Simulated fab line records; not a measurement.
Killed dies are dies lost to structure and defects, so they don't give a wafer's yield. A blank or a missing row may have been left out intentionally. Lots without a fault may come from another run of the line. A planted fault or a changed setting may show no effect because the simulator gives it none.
Which tool did it?	flow n5 finfet	30 wafers from 10 lots sampled at 5 of the route's 1938 steps

== WHAT THE GAUGES READ, wafer by wafer ==
N5_BEOL_M11_OCD_MEAS_38.
lot	measured	on	trench depth nm (nm)
L260	day 10 19:42	ocd-01	150.9 147.7 151.6
L262	day 11 07:01	ocd-01	149.2 151.4 149.8
L261	day 11 07:25	ocd-02	147.4 146.1 148.8
L265	day 11 22:24	ocd-02	146.1 152.4 147.4
L267	day 12 08:19	ocd-02	147.1 148.5 147.3
L275	day 14 05:12	ocd-01	146.6 147.7 146.6
L278	day 14 18:52	ocd-02	152.1 147.4 146.7
L276	day 15 02:58	ocd-02	150.5 150.3 146.6
L281	day 16 06:16	ocd-01	143.2 148.9 145.2
L282	day 16 17:18	ocd-01	144.7 147.5 147.2

N5_BEOL_M11_CD_MEAS_35: the cd target is 70 nm.
lot	measured	on	cd nm (nm)
L260	day 10 19:52	cd sem-03	70.5 70.4 71.4
L262	day 11 07:16	cd sem-02	71.3 70.6 70.2
L261	day 11 07:35	cd sem-02	70.0 70.0 70.0
L265	day 11 22:34	cd sem-02	70.9 70.2 70.0
L267	day 12 08:29	cd sem-02	69.8 69.9 69.8
L275	day 14 05:21	cd sem-03	69.6 69.1 69.3
L278	day 14 19:01	cd sem-02	68.9 69.2 68.8
L276	day 15 03:07	cd sem-03	69.7 70.3 70.5
L281	day 16 06:25	cd sem-01	71.2 70.9 70.8
L282	day 16 17:27	cd sem-03	69.6 69.3 69.0

N5_BEOL_M11_INSPECT_58: inspects for defects (darkfield).
lot	measured	on	raw defect count
L260	day 10 22:33	defect inspect-01	65 100 59
L262	day 11 10:13	defect inspect-01	101 88 66
L261	day 11 10:28	defect inspect-01	32 42 55
L265	day 12 02:56	defect inspect-01	83 38 71
L267	day 12 12:10	defect inspect-02	38 42 37
L275	day 14 09:41	defect inspect-02	63 53 57
L278	day 14 22:04	defect inspect-01	89 117 53
L276	day 15 06:43	defect inspect-01	76 121 92
L281	day 16 09:05	defect inspect-02	21 45 23
L282	day 16 21:29	defect inspect-02	81 89 84

N5_BEOL_M12_THK_MEAS_01.
lot	measured	on	M12_ILD_THK (nm)
L260	day 10 22:43	film metro-02	646 661 666
L262	day 11 10:23	film metro-01	661 658 667
L261	day 11 10:38	film metro-01	661 649 665
L265	day 12 03:07	film metro-01	664 670 661
L267	day 12 12:23	film metro-02	692 671 692
L275	day 14 09:52	film metro-02	649 652 658
L278	day 14 22:13	film metro-02	651 651 662
L276	day 15 06:53	film metro-02	648 662 654
L281	day 16 09:16	film metro-01	659 668 663
L282	day 16 21:39	film metro-01	661 659 676

== EACH LOT AND THE TOOL THAT RAN IT (in order: tool; ch and the chambers of the sampled wafers; start) ==
lot	N5_BEOL_M12_ILD_DEP_00
L260	pecvd-02 ch 0,1, day 10 22:35
L262	pecvd-02 ch 0,2, day 11 10:15
L261	pecvd-04 ch 0,1,2, day 11 10:31
L265	pecvd-02 ch 0,1,2, day 12 02:59
L267	pecvd-02 ch 0,1, day 12 12:12
L275	pecvd-04 ch 1,2, day 14 09:44
L278	pecvd-01 ch 1,2, day 14 22:05
L276	pecvd-04 ch 0,1,2, day 15 06:45
L281	pecvd-01 ch 0,2, day 16 09:08
L282	pecvd-04 ch 0,2, day 16 21:31
- N5_BEOL_M12_ILD_DEP_00: deposits SiOC from DEMS/O2, target thk 658.92 nm, time 130.7 s.

== WHAT THE TOOLS THEMSELVES READ (means of the sampled wafers that have a number; where no wafer has one, the mark that the record gives instead) ==
N5_BEOL_M12_ILD_DEP_00.
lot	tool	heater power w (W)	showerhead plenum p Torr (Torr)	throttle valve pct (%)
L260	pecvd-02	494	5.681	11.4
L262	pecvd-02	501	5.686	11.3
L261	pecvd-04	452	5.694	11.3
L265	pecvd-02	503	5.675	11.2
L267	pecvd-02	499	5.677	11.2
L275	pecvd-04	482	5.706	11.1
L278	pecvd-01	522	5.687	11.5
L276	pecvd-04	416	5.691	11.3
L281	pecvd-01	587	5.704	12.2
L282	pecvd-04	434	5.691	11.2

== THE ANSWER, worked out from the rows above alone ==
Rule: the usual values come from the lots themselves. Put in order of their means at a reading, lots are off if they are a third of the lots or fewer, leave a main group of 4 or more, and stand apart from it by a gap of 3 or more times the standard deviation of the main group's means; of several such gaps the widest counts. If all means in a main group match to the digits the tables above print for the reading, that group is not used. Also off: a lot with no number at a reading for which 4 or more lots have one. Where the step has rows for the other lots, those lots are counted as sound. First the gauges in route order, then the tools' own readings, where a lot's mean is used as printed above. At the first step where some lot is off, the reading lying furthest off is the one used; lots without a number count as furthest.
Off: L267, seen at N5_BEOL_M12_THK_MEAS_01 (M12_ILD_THK). Mean 659 nm and standard deviation 4.5 in the main group.
A tool fits if, at a process step before that reading, it ran every lot that is off, and no sound lot after the first of them. The gauges at N5_BEOL_M12_THK_MEAS_01 are tried like those tools. One fits: pecvd-02 at N5_BEOL_M12_ILD_DEP_00. Its last sound lot is L265 (day 12 02:59), its first lot that is off L267 (day 12 12:12): a fault that began between those two fits.

== WHAT THE SIMULATOR PUT IN ==
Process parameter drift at N5_BEOL_M12_ILD_DEP_00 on pecvd-02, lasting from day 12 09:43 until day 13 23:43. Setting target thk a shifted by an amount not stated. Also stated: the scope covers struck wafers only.
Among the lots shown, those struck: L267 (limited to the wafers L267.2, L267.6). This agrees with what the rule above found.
